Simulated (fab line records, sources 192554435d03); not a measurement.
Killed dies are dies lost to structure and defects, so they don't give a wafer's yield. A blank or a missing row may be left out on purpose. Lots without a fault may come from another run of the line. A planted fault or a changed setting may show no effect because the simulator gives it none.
Chamber matching | flow n5_finfet | N5_STI_FIN_REVEAL_ETCH_34 on rie_si-06: 4 sister chambers
The step etches Si in H2, material Si, target depth 0.97 nm. 8 wafers are shown with their chamber, then 11 later ones without.

WAFERS WITH THEIR CHAMBER
wafer  | chamber | throttle_valve_pct (%) | drypump_motor_current_A (A)
L087.1 | 1       | 25.28                  | 5.38
L087.6 | 1       | 25.29                  | 5.36
L088.3 | 2       | 25.29                  | 6.13
L088.5 | 3       | 25.65                  | 5.81
L091.3 | 2       | 25.30                  | 6.12
L091.5 | 3       | 25.65                  | 5.83
L091.6 | 0       | 25.91                  | 5.57
L093.1 | 0       | 25.90                  | 5.56

WAFERS WITHOUT THEIR CHAMBER
wafer  | throttle_valve_pct (%) | drypump_motor_current_A (A)
L093.2 | 25.29                  | 5.38
L093.4 | 25.29                  | 6.14
L095.2 | 25.29                  | 5.38
L095.3 | 25.29                  | 6.12
L095.4 | 25.64                  | 5.82
L096.2 | 25.29                  | 6.11
L096.3 | 25.65                  | 5.82
L096.4 | 25.91                  | 5.56
L097.2 | 25.91                  | 5.54
L097.4 | 25.66                  | 5.83
L097.5 | 25.30                  | 6.11

WHICH CHAMBER EACH WENT THROUGH
wafer  | from the rows above | in truth
L093.2 | 1                   | 1
L093.4 | 2                   | 2
L095.2 | 1                   | 1
L095.3 | 2                   | 2
L095.4 | 3                   | 3
L096.2 | 2                   | 2
L096.3 | 3                   | 3
L096.4 | 0                   | 0
L097.2 | 0                   | 0
L097.4 | 3                   | 3
L097.5 | 2                   | 2
Placed correctly: 11 of 11. Can't be placed from these rows: 0. Placed wrongly: 0.
How it was worked out, from the rows above alone: a wafer's distance from a chamber is the root of the sum, over the readings, of the square of ((its reading less the chamber's mean) divided by the reading's scatter). The wafer belongs to the nearest chamber; if the next one is less than 2 further off, it can't be placed. A chamber's mean is the mean of its shown wafers. The scatter: the root of (the sum of the squares of (reading less its chamber's mean) over the shown wafers, divided by (wafers less chambers)).
